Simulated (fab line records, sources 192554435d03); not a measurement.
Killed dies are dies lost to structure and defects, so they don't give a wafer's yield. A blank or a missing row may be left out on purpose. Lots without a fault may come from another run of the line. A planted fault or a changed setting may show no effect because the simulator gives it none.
fab line records | flow n5_finfet
record lots=7 wafers=21
route steps=1938 shown BEOL_M9@1418 BEOL_M11@1578 BEOL_M13@1661 BEOL_M14@1742
start_h: hours from the record's first day to the start of the lot's first wafer shown | wait_h: hours since the lot's step before | " the same as in the row above | L1.1+2: a row that stands for several wafers | - no value, or no start given | * or withheld: withheld | < > ~ a bound
route shown NAME@n: a module of which the file shows steps, and the number in the route of the first | usual: mean/standard deviation of fault-free wafers | same: alike in all rows | chamber/n: place in a boat | sites: the reading at each site | _std_site: their standard deviation | _edge_site: outer sites' mean less inner sites' | radius_mm: how far each site lies from the wafer's centre | mask NAME#n: copy n | behind: the tool/chamber that last shaped the wafer | hold: why the lot was held/for how many hours/how that ended | device: the transistor (n, p or np) that didn't switch | end of line: the same wafers' tests at the end of the route | a step without rows: its recipe alone | killed: dies lost to structure and defects at the first sort, not the wafer's yield | map: a wafer's dies, x killed, . not, _ none there
set.NAME: the setting as run; set.NAME@STEP: as run at that earlier step | model.NAME: the simulator's own value behind a step, which no gauge read
lots whose settings were changed on purpose; a table a step, a row a wafer
## steps
# step N5_BEOL_M9_ETCH_61
# recipe chemistry=CF4 target=SiARC target_depth_a=390 mask_material=CAR-ArF time_s=65 ion_energy_ev=80 pressure_mtorr=40 source_w=545 bias_w=36 Ar_flow_sccm=100 cf4_flow_sccm=100 ends=cleared
# usual rf_vpp_V=183.9/1.1
# columns lot.wafer tool chamber start_h wait_h set.source_w rf_vpp_V
L074.1 rie_diel-01 2 226.61 0.0 545 184.7
L074.2 " 0 " " 545 185.1
L074.5 " 2 " " 545 184.1
L078.1 rie_diel-04 3 243.33 0.0 599.5 177.5
L078.3 " 1 " " 545 183.0
L078.6 " 0 " " 599.5 177.2
L080.1 rie_diel-04 1 256.63 0.0 545 183.7
L080.4 " 3 " " 545 184.1
L080.5 " 1 " " 545 182.4
L083.3 rie_diel-03 3 273.52 0.0 633.3 175.5
L083.5 " 3 " " 633.3 174.7
L083.6 " 0 " " 545 185.2
L085.1 rie_diel-01 2 277.13 0.0 545 184.2
L085.5 " 2 " " 545 185.3
L085.6 " 3 " " 545 181.9
L088.2 rie_diel-01 0 306.43 0.0 603.3 177.7
L088.5 " 1 " " 545 183.4
L088.6 " 0 " " 545 185.6
L097.1 rie_diel-03 0 357.91 0.0 545 187.0
L097.2 " 3 " " 545 182.9
L097.6 " 2 " " 545 184.7
# step N5_BEOL_M9_ETCH_62
# recipe chemistry=N2/H2 target=SOC target_depth_a=1100 overetch_a=220 mask_material=SiARC temp_c=40 time_s=165 ion_energy_ev=200 pressure_mtorr=30 source_w=840 bias_w=150 n2_flow_sccm=200 h2_flow_sccm=200
# usual rf_vpp_V=523.4/2.6
# columns lot.wafer tool chamber start_h wait_h set.source_w rf_vpp_V
L074.1 rie_diel-01 2 226.66 0.0 840 526.5
L074.2 " 0 " " 840 524.3
L074.5 " 2 " " 840 525.0
L078.1 rie_diel-04 3 243.38 0.0 840 524.4
L078.3 " 1 " " 840 522.5
L078.6 " 0 " " 840 523.4
L080.1 rie_diel-04 1 256.68 0.0 840 520.5
L080.4 " 3 " " 840 522.8
L080.5 " 1 " " 840 521.0
L083.3 rie_diel-03 3 273.57 0.0 713.5 552.6
L083.5 " 3 " " 840 523.7
L083.6 " 0 " " 840 526.2
L085.1 rie_diel-01 2 277.18 0.0 760.2 543.9
L085.5 " 2 " " 840 526.0
L085.6 " 3 " " 840 521.3
L088.2 rie_diel-01 0 306.48 0.0 840 524.8
L088.5 " 1 " " 840 520.2
L088.6 " 0 " " 840 524.5
L097.1 rie_diel-03 0 357.96 0.0 840 527.0
L097.2 " 3 " " 881.4 513.1
L097.6 " 2 " " 881.4 515.2
# step N5_BEOL_M11_TRENCH_ETCH_37
# recipe chemistry=C4F6/O2 target_depth_a=1488.3 target=SiCOH_lowk time_s=48 ion_energy_ev=250 pressure_mtorr=30 source_w=345 bias_w=185 Ar_flow_sccm=300 C4F6_flow_sccm=10 O2_flow_sccm=10
# columns lot.wafer tool chamber start_h wait_h set.time_s model.BEOL_M11.feature_depth_nm model.etch.depth_nm
L074.1 rie_diel-03 3 - - 48 147.6 147.7
L074.2 " 0 " " 48 147.6 147.6
L074.5 " 3 " " 48 148.2 148.3
L078.1 rie_diel-03 3 - - 39.41 121.8 121.8
L078.3 " 0 " " 48 151.2 151.2
L078.6 " 0 " " 48 150.8 150.8
L080.1 rie_diel-01 0 - - 42.65 128.2 128.1
L080.4 " 2 " " 48 149.8 149.8
L080.5 " 1 " " 48 152.4 152.4
L083.3 rie_diel-03 1 - - 48 148.8 148.9
L083.5 " 1 " " 48 149 148.9
L083.6 " 0 " " 48 147.2 147.3
L085.1 rie_diel-04 1 - - 48 152.4 152.4
L085.5 " 2 " " 39.41 119.4 119.4
L085.6 " 3 " " 48 147.8 147.8
L088.2 rie_diel-01 2 - - 52.29 166.6 166.7
L088.5 " 0 " " 48 145.2 145.3
L088.6 " 3 " " 48 145.8 145.7
L097.1 rie_diel-01 0 - - 48 144 144
L097.2 " 2 " " 48 149.4 149.3
L097.6 " 3 " " 48 144.6 144.6
# step N5_BEOL_M11_ETCH_41
# recipe chemistry=CH3F/O2 target=SiCN target_depth_a=426 taper_deg=2 time_s=86 ion_energy_ev=120 mask_material=TiN pressure_mtorr=30 source_w=395 bias_w=75 Ar_flow_sccm=150 CH3F_flow_sccm=30 O2_flow_sccm=20
# step N5_BEOL_M11_STRIP_77
# recipe chemistry=N2/H2 time_s=10 power_w=450 temp_c=40 pressure_mtorr=20 rf_frequency_hz=6e+07 bias_power_w=7 n2_flow_sccm=200 h2_flow_sccm=200
# step N5_BEOL_M11_OCD_MEAS_38
# usual trench_depth_nm=148/3
# columns lot.wafer tool chamber start_h wait_h set.time_s@BEOL_M11_TRENCH_ETCH_37 trench_depth_nm
L074.1 ocd-02 - 248.49 - 48 148
L074.2 " - " " 48 148
L074.5 " - " " 48 148
L078.1 ocd-01 - 264.55 - 39.41 122
L078.3 " - " " 48 151
L078.6 " - " " 48 151
L080.1 ocd-02 - 276.47 - 42.65 129
L080.4 " - " " 48 150
L080.5 " - " " 48 152
L083.3 ocd-02 - 292.87 - 48 149
L083.5 " - " " 48 149
L083.6 " - " " 48 147
L085.1 ocd-02 - 294.78 - 48 153
L085.5 " - " " 39.41 119
L085.6 " - " " 48 148
L088.2 ocd-02 - 326.48 - 52.29 167
L088.5 " - " " 48 145
L088.6 " - " " 48 146
L097.1 ocd-01 - 379.74 - 48 144
L097.2 " - " " 48 149
L097.6 " - " " 48 144
# step N5_BEOL_M11_CURE_72
# recipe temp_c=370 time_s=120 ambient=DMADMS/He material=SiCOH_lowk
# columns lot.wafer tool chamber start_h wait_h set.time_s
L074.1+2+5 uv_cure-02 2 248.69 0.0 120
L078.1+3+6 uv_cure-01 1 264.75 0.0 120
L080.1 uv_cure-01 0 277.10 0.5 120
L080.4+5 " 0 " " 133
L083.3+5 uv_cure-02 0 293.30 0.3 120
L083.6 " 0 " " 136.3
L085.1+5+6 uv_cure-03 0 294.98 0.0 120
L088.2+5+6 uv_cure-01 0 326.81 0.2 120
L097.1 uv_cure-02 1 379.93 0.0 102.4
L097.2+6 " 1 " " 120
# step N5_BEOL_M11_DEGAS_44
# recipe ambient=vacuum temp_c=250 time_s=60
# step N5_BEOL_M11_PRE_CLEAN_45
# recipe gas=H2/He time_s=30 temp_c=250
# step N5_BEOL_M11_ECD_50
# recipe material=Cu target_thk_a=3180
# step N5_BEOL_M11_ANNEAL_51
# recipe temp_c=225 time_s=90 ambient=N2
# step N5_BEOL_M11_CMP_52
# recipe stop_on=SiCOH_lowk t_overpolish_s=7 down_force_psi=1 platen_rpm=50 clearing_platen_down_force_psi=1.5 clearing_platen_rpm=50 post_cmp_clean=cu_alkaline target_thk_nm=140 clearing_platen_pad_velocity_m_s=0.99484 pad_velocity_m_s=0.99484
# columns lot.wafer tool chamber start_h wait_h set.time_s@BEOL_M11_TRENCH_ETCH_37 model.Cu_of_BEOL_M11_ECD_50.thk_nm
L074.2 cmp-03 3 251.17 0.3 48 138
L074.1 " 1 " " 48 138.2
L074.5 " 3 " " 48 139
L078.1 cmp-03 0 266.98 0.3 39.41 113.4
L078.3 " 2 " " 48 142.8
L078.6 " 0 " " 48 142.6
L080.4 cmp-03 2 280.89 0.2 48 140.8
L080.1 " 0 " " 42.65 117.4
L080.5 " 1 " " 48 143.2
L083.3+5+6 cmp-02 1,3,0 295.46 0.2 48 139.8
L085.1 cmp-02 0 298.50 0.3 48 144.8
L085.6 " 0 " " 48 140.4
L085.5 " 1 " " 39.41 111.2
L088.2 cmp-03 3 328.86 0.2 52.29 159.8
L088.5 " 3 " " 48 136.8
L088.6 " 0 " " 48 140
L097.2 cmp-02 3 382.28 0.2 48 139.6
L097.1 " 2 " " 48 133.6
L097.6 " 3 " " 48 135.6
# step N5_BEOL_M11_THK_MEAS_53
# recipe thk_meas_gauge=xrf reads=Cu_of_BEOL_M11_ECD_50
# usual M11_THK=140/3.7
# columns lot.wafer tool chamber start_h wait_h set.time_s@BEOL_M11_TRENCH_ETCH_37 M11_THK[nm]
L074.1 film_metro-02 - 251.42 - 48 138
L074.2 " - " " 48 138
L074.5 " - " " 48 138
L078.1 film_metro-01 - 267.27 - 39.41 115
L078.3 " - " " 48 144
L078.6 " - " " 48 144
L080.1 film_metro-02 - 281.15 - 42.65 116
L080.4 " - " " 48 139
L080.5 " - " " 48 141
L083.3 film_metro-02 - 295.68 - 48 140
L083.5 " - " " 48 139
L083.6 " - " " 48 140
L085.1 film_metro-01 - 298.80 - 48 145
L085.5 " - " " 39.41 111
L085.6 " - " " 48 141
L088.2 film_metro-01 - 329.16 - 52.29 161
L088.5 " - " " 48 138
L088.6 " - " " 48 140
L097.1 film_metro-02 - 382.57 - 48 131
L097.2 " - " " 48 137
L097.6 " - " " 48 132
# step N5_BEOL_M11_PRE_CLEAN_55
# recipe gas=NH3 time_s=15 temp_c=withheld rf_power_w=300
# step N5_BEOL_M11_DEP_56
# recipe material=SiCN target_thk_a=300 temp_c=withheld precursor=3MS/NH3 pressure_torr=3 rf_w=675 time_s=10.5
# step N5_BEOL_M11_RS_MEAS_57
# recipe thk_meas_gauge=four-point-probe reads=Cu_of_BEOL_M11_ECD_50+Co_of_BEOL_M11_CVD_75+TaN_of_BEOL_M11_ALD_74
# usual M11_RS=0.151/0.0041
# columns lot.wafer tool chamber start_h wait_h set.time_s@BEOL_M11_TRENCH_ETCH_37 M11_RS[ohm/sq]
L074.1 film_metro-02 - 251.57 0.1 48 0.153
L074.2 " - " " 48 0.154
L074.5 " - " " 48 0.152
L078.1 film_metro-01 - 267.39 0.0 39.41 0.191
L078.3 " - " " 48 0.148
L078.6 " - " " 48 0.148
L080.1 film_metro-01 - 281.27 0.0 42.65 0.183
L080.4 " - " " 48 0.150
L080.5 " - " " 48 0.147
L083.3 film_metro-01 - 295.81 0.0 48 0.151
L083.5 " - " " 48 0.151
L083.6 " - " " 48 0.151
L085.1 film_metro-01 - 298.92 0.0 48 0.145
L085.5 " - " " 39.41 0.195
L085.6 " - " " 48 0.150
L088.2 film_metro-02 - 329.28 0.0 52.29 0.130
L088.5 " - " " 48 0.155
L088.6 " - " " 48 0.151
L097.1 film_metro-02 - 382.70 0.0 48 0.159
L097.2 " - " " 48 0.151
L097.6 " - " " 48 0.156
# step N5_BEOL_M13_COAT_58
# recipe resist=BARC temp_c=205 time_s=60 spin_rpm=1500 resist_thk_nm=89
# columns lot.wafer tool chamber start_h wait_h set.spin_rpm model.BARC_of_BEOL_M13_COAT_58.thk_nm
L074.1 litho_track-03 0 261.17 0.0 1500 88.8
L074.2 " 0 " " 1500 89.2
L074.5 " 0 " " 1500 89
L078.1 litho_track-05 0 272.09 0.0 1600 86
L078.3 " 0 " " 1500 89
L078.6 " 0 " " 1600 86.4
L080.1 litho_track-02 0 287.76 0.0 1500 88.4
L080.4 " 0 " " 1500 88.8
L080.5 " 0 " " 1418 91.2
L083.3 litho_track-02 0 304.45 0.0 1500 89
L083.5 " 0 " " 1500 88.6
L083.6 " 0 " " 1404 91.8
L085.1+6 litho_track-05 0 304.69 0.0 1624 85.4
L085.5 " 0 " " 1500 88.8
L088.2+5 litho_track-03 0 339.88 0.0 1500 88.8
L088.6 " 0 " " 1336 94.4
L097.1 litho_track-05 0 387.81 0.0 1500 89
L097.2 " 0 " " 1342 94
L097.6 " 0 " " 1342 94.4
# step N5_BEOL_M13_COAT_04
# recipe spin_rpm=1625 resist_thk_nm=400
# step N5_BEOL_M13_EBR_06
# recipe solvent=PGMEA ebr_width_mm=1.5
# step N5_BEOL_M13_DESCUM_15
# recipe chemistry=O2 time_s=7.9 source_power_w=50 bias_power_w=20 pressure_mtorr=20 rf_frequency_hz=2.712e+07 temp_c=40 o2_flow_sccm=225
# step N5_BEOL_M13_ETCH_59
# recipe chemistry=N2/H2 target=BARC target_depth_a=890 overetch_a=267 time_s=67.9 ion_energy_ev=200 pressure_mtorr=30 source_w=840 bias_w=150 n2_flow_sccm=200 h2_flow_sccm=200
# columns lot.wafer tool chamber start_h wait_h set.spin_rpm@BEOL_M13_COAT_58 model.etch.depth_nm
L074.1 rie_diel-01 3 261.73 0.0 1500 88.82
L074.2 " 2 " " 1500 89.12
L074.5 " 3 " " 1500 88.9
L078.1 rie_diel-04 0 272.57 0.0 1600 86.1
L078.3 " 2 " " 1500 88.99
L078.6 " 3 " " 1600 86.3
L080.1 rie_diel-01 1 288.28 0.0 1500 88.48
L080.4 " 0 " " 1500 88.75
L080.5 " 3 " " 1418 91.11
L083.3 rie_diel-03 1 304.84 0.0 1500 88.91
L083.5 " 1 " " 1500 88.58
L083.6 " 0 " " 1404 91.89
L085.1 rie_diel-04 3 305.47 0.0 1624 85.45
L085.5 " 2 " " 1500 88.75
L085.6 " 1 " " 1624 85.36
L088.2 rie_diel-04 3 340.32 0.0 1500 88.75
L088.5 " 3 " " 1500 88.73
L088.6 " 0 " " 1336 94.31
L097.1 rie_diel-04 2 388.63 0.0 1500 88.96
L097.2 " 1 " " 1342 93.99
L097.6 " 2 " " 1342 94.36
# step N5_BEOL_M13_VIA_ETCH_16
# recipe chemistry=C4F8/O2/Ar target=SiOC pressure_mtorr=30 source_w=3000 bias_w=700 Ar_flow_sccm=400 C4F8_flow_sccm=15 O2_flow_sccm=8 he_inner_torr=15 he_outer_torr=30 target_depth_a=9217 time_s=withheld ion_energy_ev=250 ends=cleared
# step N5_BEOL_M13_STRIP_63
# recipe chemistry=N2/H2 power_w=1000 temp_c=250 h2_frac=0.65 overash_fraction=0.3 pressure_mtorr=1000 n2_flow_sccm=1750 h2_flow_sccm=3250
# step N5_BEOL_M13_STRIP_64
# recipe chemistry=N2/H2 power_w=1000 temp_c=250 h2_frac=0.65 overash_fraction=0.3 pressure_mtorr=withheld n2_flow_sccm=1750 h2_flow_sccm=3250
# usual strip_time_to_endpoint_s=31.28/0.058
# columns lot.wafer tool chamber start_h wait_h set.spin_rpm@BEOL_M13_COAT_58 strip_time_to_endpoint_s
L074.1 plasma_asher-02 1 262.08 0.0 1500 31.27
L074.2 " 0 " " 1500 31.35
L074.5 " 0 " " 1500 31.29
L078.1 plasma_asher-01 0 272.93 0.0 1600 30.47
L078.3 " 0 " " 1500 31.30
L078.6 " 0 " " 1600 30.53
L080.1 plasma_asher-01 0 288.63 0.0 1500 31.16
L080.4 " 0 " " 1500 31.25
L080.5 " 0 " " 1418 31.93
L083.3 plasma_asher-02 0 305.21 0.0 1500 31.28
L083.5 " 0 " " 1500 31.19
L083.6 " 1 " " 1404 32.14
L085.1 plasma_asher-01 1 305.82 0.0 1624 30.27
L085.5 " 0 " " 1500 31.25
L085.6 " 1 " " 1624 30.26
L088.2 plasma_asher-02 1 340.66 0.0 1500 31.23
L088.5 " 1 " " 1500 31.22
L088.6 " 0 " " 1336 32.83
L097.1 plasma_asher-02 1 388.98 0.0 1500 31.30
L097.2 " 0 " " 1342 32.72
L097.6 " 1 " " 1342 32.84
# step N5_BEOL_M14_EXPOSE_25
# recipe mask_id=M14 na=0.8 source_shape=annular sigma_inner=0.5 sigma_outer=0.8 polarization=unpolarized target_cd_nm=280 dose_mj=26.6
# columns lot.wafer tool chamber start_h wait_h mask set.dose_mj
L074.1+2+5 krf_scanner-02 0 270.63 - M14#0 26.6
L078.1+3+6 krf_scanner-02 0 279.45 - M14#0 26.6
L080.1+4+5 krf_scanner-02 0 294.44 - M14#0 26.6
L083.3 krf_scanner-01 0 311.51 - M14#0 24.95
L083.5+6 " 0 " " M14#0 26.6
L085.1+5+6 krf_scanner-01 0 311.54 - M14#0 26.6
L088.2+6 krf_scanner-02 0 347.84 - M14#0 26.6
L088.5 " 0 " " M14#0 25.71
L097.1+6 krf_scanner-01 0 394.05 - M14#0 26.6
L097.2 " 0 " " M14#0 25.56
## key
split step=N5_BEOL_M9_ETCH_61 setting=source_w stated=545 by=wafer
response step=N5_BEOL_M9_ETCH_61 reading=rf_vpp_V change=-0.615 per=1% r=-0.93
split step=N5_BEOL_M9_ETCH_62 setting=source_w stated=840 by=wafer
response step=N5_BEOL_M9_ETCH_62 reading=rf_vpp_V change=-1.97 per=1% r=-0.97
split step=N5_BEOL_M11_TRENCH_ETCH_37 setting=time_s stated=48 by=wafer
response step=N5_BEOL_M11_TRENCH_ETCH_37 reading=model.BEOL_M11.feature_depth_nm change=+1.79 per=1% r=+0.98
response step=N5_BEOL_M11_TRENCH_ETCH_37 reading=model.etch.depth_nm change=+1.8 per=1% r=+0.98
response step=N5_BEOL_M11_OCD_MEAS_38 reading=trench_depth_nm change=+1.81 per=1% r=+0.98
response step=N5_BEOL_M11_CMP_52 reading=model.Cu_of_BEOL_M11_ECD_50.thk_nm change=+1.84 per=1% r=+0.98
response step=N5_BEOL_M11_THK_MEAS_53 reading=M11_THK change=+1.84 per=1% r=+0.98
response step=N5_BEOL_M11_RS_MEAS_57 reading=M11_RS change=-0.0026 per=1% r=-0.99
split step=N5_BEOL_M11_CURE_72 setting=time_s stated=120 by=wafer
response none clear
split step=N5_BEOL_M13_COAT_58 setting=spin_rpm stated=1500 by=wafer
response step=N5_BEOL_M13_COAT_58 reading=model.BARC_of_BEOL_M13_COAT_58.thk_nm change=-0.474 per=1% r=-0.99
response step=N5_BEOL_M13_ETCH_59 reading=model.etch.depth_nm change=-0.473 per=1% r=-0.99
response step=N5_BEOL_M13_STRIP_64 reading=strip_time_to_endpoint_s change=* per=1% r=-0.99
split step=N5_BEOL_M14_EXPOSE_25 setting=dose_mj stated=26.6 by=wafer
response none in this file
